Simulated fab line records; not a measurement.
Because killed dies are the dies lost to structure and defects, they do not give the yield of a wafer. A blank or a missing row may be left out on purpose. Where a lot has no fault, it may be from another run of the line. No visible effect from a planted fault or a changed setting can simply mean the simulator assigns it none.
Split-lot trial / flow n5_finfet / route with 1938 steps; 7 lots, 39 wafers read

## THE SPLIT ITSELF
At N5_DUMMY_GATE_EXPOSE_12 (exposes mask GATE, target cd 25 nm), the setting dose_mj was moved away from the recipe's 34 on 15 of the 39 wafers read, by -5.1% to +5.6%. The other wafers ran this setting at the recipe's value.

## FROM THE SPLIT TO THE READING: what the file shows between them, 7 steps
- N5_DUMMY_GATE_PEB_13: peb time 60 s
- N5_DUMMY_GATE_DEVELOP_14: develop time 30 s
- N5_DUMMY_GATE_CD_MEAS_15: target cd 25.8 nm
- N5_DUMMY_GATE_STRIP_38: strips in N2/H2
- N5_DUMMY_GATE_STRIP_39: strips in N2/H2
- N5_DUMMY_GATE_TRIM_49: chemistry O2, time 29 s, target cd 14 nm
- N5_DUMMY_GATE_STRIP_40: strips in CF4

## THE READING
Shown in nm: cd_nm at N5_DUMMY_GATE_CD_MEAS_50, with target cd 14 nm. A value of 14.05 nm with a standard deviation of 0.27 nm is what fault-free wafers of this fab line usually give.

wafer=L076.1; tool, chamber at the split=euv_scanner-01, 0; dose_mj as run=34; against the recipe=recipe; cd_nm, nm=14.09; against lot-mates on the recipe=-
wafer=L076.2; tool, chamber at the split=euv_scanner-01, 0; dose_mj as run=34; against the recipe=recipe; cd_nm, nm=14.23; against lot-mates on the recipe=-
wafer=L076.3; tool, chamber at the split=euv_scanner-01, 0; dose_mj as run=35.91; against the recipe=+5.6%; cd_nm, nm=13.15; against lot-mates on the recipe=-1.01
wafer=L076.4; tool, chamber at the split=euv_scanner-01, 0; dose_mj as run=34; against the recipe=recipe; cd_nm, nm=14.17; against lot-mates on the recipe=-
wafer=L076.5; tool, chamber at the split=euv_scanner-01, 0; dose_mj as run=35.91; against the recipe=+5.6%; cd_nm, nm=12.94; against lot-mates on the recipe=-1.22
wafer=L076.6; tool, chamber at the split=euv_scanner-01, 0; dose_mj as run=35.91; against the recipe=+5.6%; cd_nm, nm=13.08; against lot-mates on the recipe=-1.08
wafer=L077.1; tool, chamber at the split=euv_scanner-01, 0; dose_mj as run=34; against the recipe=recipe; cd_nm, nm=14.33; against lot-mates on the recipe=-
wafer=L077.2; tool, chamber at the split=euv_scanner-01, 0; dose_mj as run=35.46; against the recipe=+4.3%; cd_nm, nm=13.26; against lot-mates on the recipe=-0.80
wafer=L077.3; tool, chamber at the split=euv_scanner-01, 0; dose_mj as run=35.46; against the recipe=+4.3%; cd_nm, nm=13.95; against lot-mates on the recipe=-0.11
wafer=L077.4; tool, chamber at the split=euv_scanner-01, 0; dose_mj as run=34; against the recipe=recipe; cd_nm, nm=14.06; against lot-mates on the recipe=-
wafer=L077.5; tool, chamber at the split=euv_scanner-01, 0; dose_mj as run=34; against the recipe=recipe; cd_nm, nm=13.79; against lot-mates on the recipe=-
wafer=L077.6; tool, chamber at the split=euv_scanner-01, 0; dose_mj as run=35.46; against the recipe=+4.3%; cd_nm, nm=13.59; against lot-mates on the recipe=-0.47
wafer=L078.1; tool, chamber at the split=euv_scanner-01, 0; dose_mj as run=32.25; against the recipe=-5.1%; cd_nm, nm=14.94; against lot-mates on the recipe=+0.93
wafer=L078.2; tool, chamber at the split=euv_scanner-01, 0; dose_mj as run=32.25; against the recipe=-5.1%; cd_nm, nm=14.98; against lot-mates on the recipe=+0.97
wafer=L078.3; tool, chamber at the split=euv_scanner-01, 0; dose_mj as run=34; against the recipe=recipe; cd_nm, nm=14.09; against lot-mates on the recipe=-
wafer=L078.4; tool, chamber at the split=euv_scanner-01, 0; dose_mj as run=32.25; against the recipe=-5.1%; cd_nm, nm=15.18; against lot-mates on the recipe=+1.17
wafer=L078.5; tool, chamber at the split=euv_scanner-01, 0; dose_mj as run=34; against the recipe=recipe; cd_nm, nm=13.73; against lot-mates on the recipe=-
wafer=L078.6; tool, chamber at the split=euv_scanner-01, 0; dose_mj as run=34; against the recipe=recipe; cd_nm, nm=14.22; against lot-mates on the recipe=-
wafer=L081.1; tool, chamber at the split=euv_scanner-01, 0; dose_mj as run=34.93; against the recipe=+2.7%; cd_nm, nm=13.42; against lot-mates on the recipe=-0.54
wafer=L081.2; tool, chamber at the split=euv_scanner-01, 0; dose_mj as run=34; against the recipe=recipe; cd_nm, nm=14.04; against lot-mates on the recipe=-
wafer=L081.3; tool, chamber at the split=euv_scanner-01, 0; dose_mj as run=34; against the recipe=recipe; cd_nm, nm=14.01; against lot-mates on the recipe=-
wafer=L081.4; tool, chamber at the split=euv_scanner-01, 0; dose_mj as run=34.93; against the recipe=+2.7%; cd_nm, nm=13.13; against lot-mates on the recipe=-0.83
wafer=L081.5; tool, chamber at the split=euv_scanner-01, 0; dose_mj as run=34.93; against the recipe=+2.7%; cd_nm, nm=13.01; against lot-mates on the recipe=-0.95
wafer=L081.6; tool, chamber at the split=euv_scanner-01, 0; dose_mj as run=34; against the recipe=recipe; cd_nm, nm=13.83; against lot-mates on the recipe=-
wafer=L082.3; tool, chamber at the split=euv_scanner-01, 0; dose_mj as run=34; against the recipe=recipe; cd_nm, nm=14.12; against lot-mates on the recipe=-
wafer=L082.4; tool, chamber at the split=euv_scanner-01, 0; dose_mj as run=34; against the recipe=recipe; cd_nm, nm=14.39; against lot-mates on the recipe=-
wafer=L082.6; tool, chamber at the split=euv_scanner-01, 0; dose_mj as run=34; against the recipe=recipe; cd_nm, nm=13.93; against lot-mates on the recipe=-
wafer=L090.1; tool, chamber at the split=euv_scanner-02, 0; dose_mj as run=33.32; against the recipe=-2.0%; cd_nm, nm=13.91; against lot-mates on the recipe=+0.06
wafer=L090.2; tool, chamber at the split=euv_scanner-02, 0; dose_mj as run=34; against the recipe=recipe; cd_nm, nm=13.64; against lot-mates on the recipe=-
wafer=L090.3; tool, chamber at the split=euv_scanner-02, 0; dose_mj as run=33.32; against the recipe=-2.0%; cd_nm, nm=14.09; against lot-mates on the recipe=+0.24
wafer=L090.4; tool, chamber at the split=euv_scanner-02, 0; dose_mj as run=33.32; against the recipe=-2.0%; cd_nm, nm=14.64; against lot-mates on the recipe=+0.79
wafer=L090.5; tool, chamber at the split=euv_scanner-02, 0; dose_mj as run=34; against the recipe=recipe; cd_nm, nm=14.04; against lot-mates on the recipe=-
wafer=L090.6; tool, chamber at the split=euv_scanner-02, 0; dose_mj as run=34; against the recipe=recipe; cd_nm, nm=13.86; against lot-mates on the recipe=-
wafer=L094.1; tool, chamber at the split=euv_scanner-01, 0; dose_mj as run=34; against the recipe=recipe; cd_nm, nm=14.11; against lot-mates on the recipe=-
wafer=L094.2; tool, chamber at the split=euv_scanner-01, 0; dose_mj as run=34; against the recipe=recipe; cd_nm, nm=14.09; against lot-mates on the recipe=-
wafer=L094.3; tool, chamber at the split=euv_scanner-01, 0; dose_mj as run=34; against the recipe=recipe; cd_nm, nm=14.22; against lot-mates on the recipe=-
wafer=L094.4; tool, chamber at the split=euv_scanner-01, 0; dose_mj as run=34; against the recipe=recipe; cd_nm, nm=14.25; against lot-mates on the recipe=-
wafer=L094.5; tool, chamber at the split=euv_scanner-01, 0; dose_mj as run=34; against the recipe=recipe; cd_nm, nm=14.52; against lot-mates on the recipe=-
wafer=L094.6; tool, chamber at the split=euv_scanner-01, 0; dose_mj as run=34; against the recipe=recipe; cd_nm, nm=14.21; against lot-mates on the recipe=-

FIT RESULTS
A straight line over all 39 wafers: cd_nm changes by -0.174 nm for each +1% of dose_mj; r = -0.87; the points scatter about the line by 0.26 nm.
The same after taking each lot's own level away (the mean of its wafers on the recipe; 39 wafers): -0.186 nm for each +1%; r = -0.91; scatter 0.22 nm.
The reading moves by 1 nm for the largest change in dose_mj, on that fit.
The lots' own levels span 13.847 to 14.233 nm, that is 1.4 times the standard deviation above.
Consequently the slope shifts little with the lot-to-lot level, the two slopes agreeing.
Check: for one of the wafers moved furthest among these (+5.6%), held out of the fit, the line's prediction against its lot-mates is -1.04 nm. Against them it came out at -1.01 nm.

## FURTHER SPLITS ON THESE WAFERS
Note: prior to the reading, these wafers also went through further splits. Each is held against what the fit with the lots' levels taken away leaves over:
other split on the same wafers=N5_FIN_SAQP_MANDREL_ETCH_22 target_depth_a; wafers away from the commonest value=9; r with cd_nm (lot level and that fit taken away)=+0.09

## THE WHOLE CHAIN: every reading that the file lists as answering this split, in the file's order
step=N5_DUMMY_GATE_CD_MEAS_15; what it does=target cd 25.8 nm; reading=cd_nm; change (the file's fit)=-0.212 nm for each +1% of the setting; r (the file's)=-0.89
step=N5_DUMMY_GATE_TRIM_49; what it does=chemistry O2, time 29 s, target cd 14 nm; reading=DUMMY_GATE.cd_nm (the simulator's own value, which no gauge read); change (the file's fit)=-0.164 nm for each +1% of the setting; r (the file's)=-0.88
step=N5_DUMMY_GATE_CD_MEAS_50; what it does=target cd 14 nm; reading=cd_nm; change (the file's fit)=-0.185 nm for each +1% of the setting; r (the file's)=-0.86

## FILE'S OWN FIT
cd_nm changes by -0.185 nm for each +1% of dose_mj, r = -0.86.
